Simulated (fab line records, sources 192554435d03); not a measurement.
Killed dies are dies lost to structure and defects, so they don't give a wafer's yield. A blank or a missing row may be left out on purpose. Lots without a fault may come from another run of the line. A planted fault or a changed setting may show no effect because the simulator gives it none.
Chamber matching | flow n5_finfet | N5_MOL_CONTACT_COAG_ALD_123 on ald_sin-01: 4 sister chambers
The step deposits SiNx, target thk 5 nm, pulse time 1 s, purge time 2 s. 7 wafers are shown with their chamber, then 7 later ones without.

WAFERS WITH THEIR CHAMBER
wafer  | chamber | heater_power_w (W) | precursor_pulse_height_rel
L087.5 | 1       | 858                | 1.010
L087.6 | 0       | 793                | 0.997
L090.1 | 3       | 772                | 0.999
L090.4 | 1       | 901                | 0.994
L090.6 | 2       | 810                | 1.034
L091.1 | 0       | 775                | 1.028
L091.2 | 3       | 772                | 0.978

WAFERS WITHOUT THEIR CHAMBER
wafer  | heater_power_w (W) | precursor_pulse_height_rel
L091.3 | 806                | 1.014
L091.4 | 889                | 0.974
L091.5 | 789                | 1.022
L091.6 | 782                | 0.985
L092.1 | 808                | 1.040
L092.2 | 768                | 1.007
L092.3 | 887                | 1.008

WHICH CHAMBER EACH WENT THROUGH
wafer  | from the rows above          | in truth
L091.3 | can't be placed: 0 or 2 or 3 | 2
L091.4 | 1                            | 1
L091.5 | can't be placed: 0 or 2 or 3 | 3
L091.6 | can't be placed: 3 or 0      | 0
L092.1 | can't be placed: 2 or 0      | 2
L092.2 | can't be placed: 0 or 3 or 2 | 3
L092.3 | 1                            | 1
Placed correctly: 2 of 7. Can't be placed from these rows: 5 (the true chamber is among the candidates in 5). Placed wrongly: 0.
How it was worked out, from the rows above alone: a wafer's distance from a chamber is the root of the sum, over the readings, of the square of ((its reading less the chamber's mean) divided by the reading's scatter). The wafer belongs to the nearest chamber; if the next one is less than 2 further off, it can't be placed. A chamber's mean is the mean of its shown wafers. The scatter: the root of (the sum of the squares of (reading less its chamber's mean) over the shown wafers, divided by (wafers less chambers)).
